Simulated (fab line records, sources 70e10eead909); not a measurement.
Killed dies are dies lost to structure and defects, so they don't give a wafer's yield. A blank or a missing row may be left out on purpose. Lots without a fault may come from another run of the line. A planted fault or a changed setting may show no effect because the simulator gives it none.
fab line records | flow nand_harc
record lots=12 wafers=36 last_day=32
route steps=1302 shown A_ONON_D2@561 A_CHANNEL_HOLE_D2@598 A_CHANNEL_FILL_D2@616 END@1302
lots that met no fault: from a run of the same line without faults
start_h: hours from the record's first day to the start of the lot's first wafer shown | wait_h: hours since the lot's step before | " the same as in the row above | L1.1+2: a row that stands for several wafers | - no value, or no start given | * or withheld: withheld | < > ~ a bound
route shown NAME@n: a module of which the file shows steps, and the number in the route of the first | usual: mean/standard deviation of fault-free wafers | same: alike in all rows | chamber/n: place in a boat | sites: the reading at each site | _std_site: their standard deviation | _edge_site: outer sites' mean less inner sites' | radius_mm: how far each site lies from the wafer's centre | mask NAME#n: copy n | behind: the tool/chamber that last shaped the wafer | hold: why the lot was held/for how many hours/how that ended | device: the transistor (n, p or np) that didn't switch | end of line: the same wafers' tests at the end of the route | a step without rows: its recipe alone | killed: dies lost to structure and defects at the first sort, not the wafer's yield | map: a wafer's dies, x killed, . not, _ none there
set.NAME: the setting as run; set.NAME@STEP: as run at that earlier step | model.NAME: the simulator's own value behind a step, which no gauge read
steps of the route over a sample of lots; a table a step, a row a wafer
services: from which hour (start_h, from the record's first day; less than 0 if before it) a tool's chamber was out of use, for how many hours, and why
## steps
# step NHARC_A_ONON_D2_THK_MEAS_24
# recipe thk_meas_gauge=ellipsometry
# usual thk_nm=999/7.7
# columns lot.wafer tool chamber start_h wait_h thk_nm
L103.2 film_metro-01 - 286.89 - 1007
L103.5 " - " " 1006
L103.6 " - " " 1006
L104.2 film_metro-01 - 306.64 - 1000
L104.3 " - " " 1002
L104.6 " - " " 1000
L105.2 film_metro-02 - 319.90 - 1000
L105.3 " - " " 999
L105.4 " - " " 998
L114.1 film_metro-02 - 411.59 - 1001
L114.4 " - " " 1002
L114.6 " - " " 1003
L116.1 film_metro-02 - 429.22 - 992
L116.4 " - " " 992
L116.6 " - " " 992
L117.4 film_metro-01 - 443.04 - 1002
L117.5 " - " " 1000
L117.6 " - " " 1001
L118.3 film_metro-02 - 451.35 - 1004
L118.4 " - " " 1005
L118.5 " - " " 1006
L120.1 film_metro-02 - 468.83 - 1001
L120.3 " - " " 999
L120.5 " - " " 997
L121.2 film_metro-01 - 480.36 - 997
L121.3 " - " " 998
L121.6 " - " " 997
L124.3 film_metro-01 - 495.97 - 992
L124.5 " - " " 992
L124.6 " - " " 993
L123.2 film_metro-01 - 496.33 - 991
L123.3 " - " " 992
L123.5 " - " " 993
L125.1 film_metro-01 - 513.12 - 1007
L125.3 " - " " 1006
L125.4 " - " " 1007
# step NHARC_A_CHANNEL_HOLE_D2_ETCH_26
# recipe bias_v=300 source_w=2000 pressure_mtorr=30 time_s=224.1 ar_flow_sccm=375 c4f8_flow_sccm=11.4 o2_flow_sccm=113.6 temp_c=-20 target_depth_a=3000 chemistry=C4F8/O2/Ar
# usual drypump_motor_current_A=6.0/0.45 showerhead_plenum_p_Torr=3.66/0.15 temp_c=-20.00/0.099 throttle_valve_pct=24.584/0.0097
# same time_s=224.1
# columns lot.wafer tool chamber start_h wait_h drypump_motor_current_A rf_hours_counter_h showerhead_plenum_p_Torr temp_c throttle_valve_pct
L103.2 har_etch-02 0 296.33 0.7 5.5 351 3.69 -19.97 24.587
L103.6 " 0 " " 5.5 - 3.69 -20.10 24.570
L103.5 " 1 " " 5.7 - 3.54 -19.97 24.583
L104.2 har_etch-02 1 316.16 0.7 5.6 363 3.54 -19.90 24.591
L104.3 " 0 " " 5.5 - 3.68 -20.05 24.585
L104.6 " 0 " " 5.5 - 3.68 -20.06 24.576
L105.2 har_etch-02 1 332.36 0.7 5.6 374 3.53 -20.03 24.583
L105.4 " 1 " " 5.7 - 3.53 -20.17 24.581
L105.3 " 0 " " 5.5 - 3.68 -19.89 24.575
L114.1 har_etch-02 0 421.35 0.6 5.5 19 3.65 -19.92 24.581
L114.4 " 1 " " 5.7 - 3.98 -20.04 24.576
L114.6 " 1 " " 5.7 - 3.98 -20.06 24.582
L116.1 har_etch-01 0 438.79 0.6 6.5 244 3.50 -20.07 24.571
L116.4 " 1 " " 6.4 - 3.69 -20.10 24.578
L116.6 " 1 " " 6.4 - 3.69 -19.94 24.582
L117.4 har_etch-02 1 452.57 0.4 5.7 - 3.97 -19.99 24.582
L117.5 " 0 " " 5.5 - 3.65 -20.07 24.575
L117.6 " 1 " " 5.6 - 3.97 -20.01 24.576
L118.4 har_etch-01 1 462.85 0.5 6.4 - 3.68 -19.91 24.568
L118.3 " 0 " " 6.6 - 3.49 -19.98 24.599
L118.5 " 1 " " 6.4 - 3.68 -19.91 24.582
L120.1 har_etch-02 0 479.96 0.7 5.5 53 3.64 -20.01 24.570
L120.3 " 1 " " 5.7 - 3.96 -19.89 24.596
L120.5 " 0 " " 5.5 - 3.63 -20.01 24.588
L121.2 har_etch-02 0 492.18 0.6 5.5 65 3.63 -20.09 24.579
L121.3 " 0 " " 5.5 - 3.63 -20.06 24.577
L121.6 " 1 " " 5.7 - 3.95 -20.06 24.591
L124.3 har_etch-01 1 505.52 0.5 6.4 - 3.67 -20.05 24.576
L124.5 " 1 " " 6.4 - 3.67 -19.91 24.584
L124.6 " 0 " " 6.5 - 3.48 -19.95 24.584
L123.2 har_etch-02 0 506.11 0.6 5.5 72 3.62 -19.94 24.596
L123.3 " 0 " " 5.5 - 3.62 -19.99 24.580
L123.5 " 1 " " 5.7 - 3.95 -20.22 24.588
L125.1 har_etch-02 0 525.54 0.6 5.5 84 3.62 -19.90 24.597
L125.4 " 1 " " 5.6 - 3.94 -19.97 24.591
L125.3 " 0 " " 5.5 - 3.62 -20.13 24.590
# step NHARC_A_CHANNEL_HOLE_D2_CD_MEAS_31
# usual cd_nm=90.0/1.7
# columns lot.wafer tool chamber start_h wait_h cd_nm
L103.2 cd_sem-03 - 298.07 - 90.0
L103.5 " - " " 90.5
L103.6 " - " " 88.9
L104.2 cd_sem-02 - 317.89 - 92.6
L104.3 " - " " 88.0
L104.6 " - " " 90.6
L105.2 cd_sem-01 - 334.27 - 89.9
L105.3 " - " " 90.2
L105.4 " - " " 88.3
L114.1 cd_sem-01 - 423.07 - 89.4
L114.4 " - " " 90.8
L114.6 " - " " 89.8
L116.1 cd_sem-01 - 440.50 - 88.8
L116.4 " - " " 88.3
L116.6 " - " " 89.2
L117.4 cd_sem-03 - 454.22 - 92.1
L117.5 " - " " 89.8
L117.6 " - " " 92.5
L118.3 cd_sem-03 - 464.53 - 92.2
L118.4 " - " " 90.7
L118.5 " - " " 90.1
L120.1 cd_sem-01 - 481.70 - 91.1
L120.3 " - " " 88.3
L120.5 " - " " 89.7
L121.2 cd_sem-01 - 493.89 - 89.3
L121.3 " - " " 92.4
L121.6 " - " " 91.1
L124.3 cd_sem-01 - 507.21 - 91.6
L124.5 " - " " 90.6
L124.6 " - " " 92.9
L123.2 cd_sem-01 - 507.83 - 88.9
L123.3 " - " " 89.5
L123.5 " - " " 89.9
L125.1 cd_sem-03 - 527.26 - 91.8
L125.3 " - " " 93.9
L125.4 " - " " 91.3
# step NHARC_A_CHANNEL_HOLE_D2_INSPECT_40
# usual raw_defect_count=300/100
# columns lot.wafer tool chamber start_h wait_h raw_defect_count
L103.2 defect_inspect-02 - 298.26 - 391
L103.5 " - " " 276
L103.6 " - " " 271
L104.2 defect_inspect-01 - 318.08 - 426
L104.3 " - " " 727
L104.6 " - " " 755
L105.2 defect_inspect-01 - 334.46 - 413
L105.3 " - " " 896
L105.4 " - " " 748
L114.1 defect_inspect-01 - 423.27 - 249
L114.4 " - " " 333
L114.6 " - " " 331
L116.1 defect_inspect-02 - 440.68 - 229
L116.4 " - " " 313
L116.6 " - " " 250
L117.4 defect_inspect-02 - 454.41 - 319
L117.5 " - " " 300
L117.6 " - " " 322
L118.3 defect_inspect-02 - 464.71 - 285
L118.4 " - " " 256
L118.5 " - " " 378
L120.1 defect_inspect-02 - 481.89 - 227
L120.3 " - " " 260
L120.5 " - " " 290
L121.2 defect_inspect-02 - 494.08 - 164
L121.3 " - " " 217
L121.6 " - " " 266
L124.3 defect_inspect-01 - 507.39 - 230
L124.5 " - " " 391
L124.6 " - " " 351
L123.2 defect_inspect-01 - 508.01 - 321
L123.3 " - " " 399
L123.5 " - " " 263
L125.1 defect_inspect-02 - 527.45 - 168
L125.3 " - " " 155
L125.4 " - " " 242
# step NHARC_A_CHANNEL_FILL_D2_ALD_16
# recipe target_thk_a=15 pulse_time_s=10 ald_cycles=15 temp_c=300 material=SiO2
# usual heater_power_w=485/50 precursor_pulse_height_rel=1.002/0.019
# columns lot.wafer tool chamber start_h wait_h heater_power_w precursor_pulse_height_rel
L103.2 ald_hk-02 2 310.71 0.1 398 1.016
L103.6 " 0 " " 465 1.014
L103.5 " 1 " " 519 0.997
L104.2 ald_hk-02 1 330.66 0.1 528 1.007
L104.3 " 2 " " 408 1.033
L104.6 " 0 " " 460 1.026
L105.3 ald_hk-02 2 347.28 0.0 413 0.988
L105.2 " 0 " " 472 1.009
L105.4 " 1 " " 518 0.998
L114.1 ald_hk-02 2 435.64 0.1 386 0.998
L114.4 " 0 " " 454 0.978
L114.6 " 1 " " 496 0.985
L116.4 ald_hk-04 2 453.82 0.0 574 1.008
L116.1 " 3 " " 453 0.991
L116.6 " 3 " " 463 1.008
L117.4 ald_hk-04 3 466.88 0.1 458 0.982
L117.5 " 1 " " 514 0.988
L117.6 " 2 " " 570 1.044
L118.3 ald_hk-03 1 477.14 0.1 562 1.016
L118.4 " 2 " " 464 1.028
L118.5 " 1 " " 553 1.013
L120.3 ald_hk-04 3 495.65 0.0 462 1.017
L120.1 " 0 " " 490 0.998
L120.5 " 3 " " 462 1.003
L121.2 ald_hk-02 1 507.44 0.1 490 1.022
L121.3 " 2 " " 384 1.022
L121.6 " 0 " " 456 0.967
L124.3 ald_hk-04 1 520.72 0.0 516 0.985
L124.6 " 1 " " 521 1.004
L124.5 " 2 " " 571 0.999
L123.3 ald_hk-04 1 520.88 0.2 521 1.004
L123.2 " 0 " " 508 1.011
L123.5 " 2 " " 579 0.991
L125.1 ald_hk-04 0 539.83 0.0 505 0.989
L125.3 " 2 " " 589 0.975
L125.4 " 3 " " 458 1.012
# step NHARC_END_SORT_01
# recipe temp_c=25
# usual killed_at_array=54/12 killed_at_other=0.7/1.1 killed_at_periphery=3.9/2.8 killed_dies=59/13 killed_open=3.4/2 killed_short=2.5/1.7
# same gross_dies=677
# columns lot.wafer tool chamber start_h wait_h killed_at_array killed_at_other killed_at_periphery killed_dies killed_open killed_short
L104.2 prober-01 0 585.91 2.8 55 0 10 65 2 3
L104.3 prober-01 0 586.71 3.1 88 0 14 102 0 2
L104.6 prober-01 0 589.11 4.0 81 0 13 94 3 3
L105.2 prober-01 0 593.71 2.8 47 0 6 53 0 0
L105.3 prober-01 0 594.51 3.1 102 0 3 105 1 4
L105.4 prober-01 0 595.31 3.4 64 0 2 66 3 0
# killed by level:class
L104.2 A_CHANNEL_HOLE_D2:chamber_film_flake=22 A_CHANNEL_HOLE_D1:chamber_film_flake=21 P_BONDPAD:chamber_film_flake=7 P_ZERO_WELL:chamber_film_flake=3 A_CONTACT:chamber_film_flake=3 A_STAIRCASE:chamber_film_flake=2 A_ONON_D1:geometric_particle:short=1 A_DECK1_JOINT:geometric_particle:short=1
L104.3 A_CHANNEL_HOLE_D2:unspecified=53 A_CHANNEL_HOLE_D1:chamber_film_flake=22 P_BONDPAD:chamber_film_flake=9 A_CHANNEL_HOLE_D2:chamber_film_flake=6 A_CONTACT:chamber_film_flake=3 P_GATE:chamber_film_flake=2 A_WL_FILL:chamber_film_flake=2 P_GATE:geometric_particle:short=1
L104.6 A_CHANNEL_HOLE_D2:unspecified=47 A_CHANNEL_HOLE_D1:chamber_film_flake=19 A_CHANNEL_HOLE_D2:chamber_film_flake=10 P_BONDPAD:chamber_film_flake=6 P_CONTACT:geometric_particle:open=2 P_GATE:chamber_film_flake=2 P_STI:geometric_particle:open=1 A_CHANNEL_HOLE_D2:geometric_particle:short=1
L105.2 A_CHANNEL_HOLE_D1:chamber_film_flake=22 A_CHANNEL_HOLE_D2:chamber_film_flake=11 P_STI:chamber_film_flake=5 A_CONTACT:chamber_film_flake=5 A_DECK1_JOINT:chamber_film_flake=3 A_SLIT:chamber_film_flake=2 P_ZERO_WELL:chamber_film_flake=1 A_ZERO_WELL:chamber_film_flake=1
L105.3 A_CHANNEL_HOLE_D2:unspecified=54 A_CHANNEL_HOLE_D1:chamber_film_flake=26 A_CONTACT:chamber_film_flake=8 A_CHANNEL_HOLE_D2:chamber_film_flake=5 P_STI:chamber_film_flake=2 A_STAIRCASE:chamber_film_flake=2 P_M1:geometric_particle:short=1 A_ONON_D1:geometric_particle:short=1
L105.4 A_CHANNEL_HOLE_D2:chamber_film_flake=28 A_CHANNEL_HOLE_D1:chamber_film_flake=25 P_STI:chamber_film_flake=2 A_DECK1_JOINT:chamber_film_flake=2 A_CHANNEL_FILL_D2:chamber_film_flake=2 A_STAIRCASE:chamber_film_flake=2 A_CONTACT:chamber_film_flake=2 A_SOURCE_PLATE:geometric_particle:open=1
## services
# columns tool chamber start_h hours kind
ald_hk-02 - 349.95 10.0 pm
ald_hk-02 0 349.95 17.5 vent_cycle
ald_hk-02 1 349.95 17.5 vent_cycle
ald_hk-02 2 349.95 17.5 vent_cycle
ald_hk-02 3 349.95 17.5 vent_cycle
har_etch-02 - 377.00 17.0 pm
har_etch-02 0 377.00 17.0 vent_cycle
har_etch-02 1 377.00 17.0 vent_cycle
ald_hk-02 - 387.72 1.7 repair
ald_hk-03 - 392.02 10.0 pm
har_etch-02 0 394.00 - clean
har_etch-02 0 394.00 - consumable_replace:focus_ring
har_etch-02 1 394.00 - clean
har_etch-02 1 394.00 - consumable_replace:focus_ring
har_etch-02 1 394.00 - consumable_replace:showerhead
ald_hk-04 0 441.11 10.0 vent_cycle
ald_hk-04 3 441.11 10.0 vent_cycle
ald_hk-04 1 451.11 - clean
ald_hk-04 2 451.11 - clean
ald_hk-02 - 527.95 10.0 pm
ald_hk-02 0 527.95 10.0 vent_cycle
ald_hk-02 1 527.95 10.0 vent_cycle
ald_hk-02 2 527.95 10.0 vent_cycle
ald_hk-02 3 527.95 10.0 vent_cycle
## key
first_sign step=NHARC_A_CHANNEL_HOLE_D2_INSPECT_40 reading=raw_defect_count direction=up sigmas=4.8 usual=300 struck=793
effect step=NHARC_END_SORT_01 reading=killed_dies direction=up sigmas=3.3 usual=59 struck=100
more_kills_born_at NHARC_A_CHANNEL_HOLE_D2_ETCH_26@har_etch-02=85
met_at NHARC_A_CHANNEL_HOLE_D2_ETCH_26
struck_lots L104,L105
struck_wafers L104.3,L104.6,L105.3
tester_left_out L104,L105
not_acting_at NHARC_A_ONON_D2_THK_MEAS_24,NHARC_A_CHANNEL_HOLE_D2_CD_MEAS_31,NHARC_A_CHANNEL_FILL_D2_ALD_16
onset_between 296.33 316.16
fault kind=chamber_particle_source tool=har_etch-02 chamber=0 onset_h=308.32 steps=NHARC_A_CHANNEL_HOLE_D2_ETCH_26 rate_per_visit_cm2=0.75729 end_h=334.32
# tester_left_out: of these lots the tester's yield and bins aren't shown, on N5 and GAA mostly nor the transistor test; their killed dies are dies lost to structure and defects alone, not to doping, threshold or leakage, so they don't give the yield
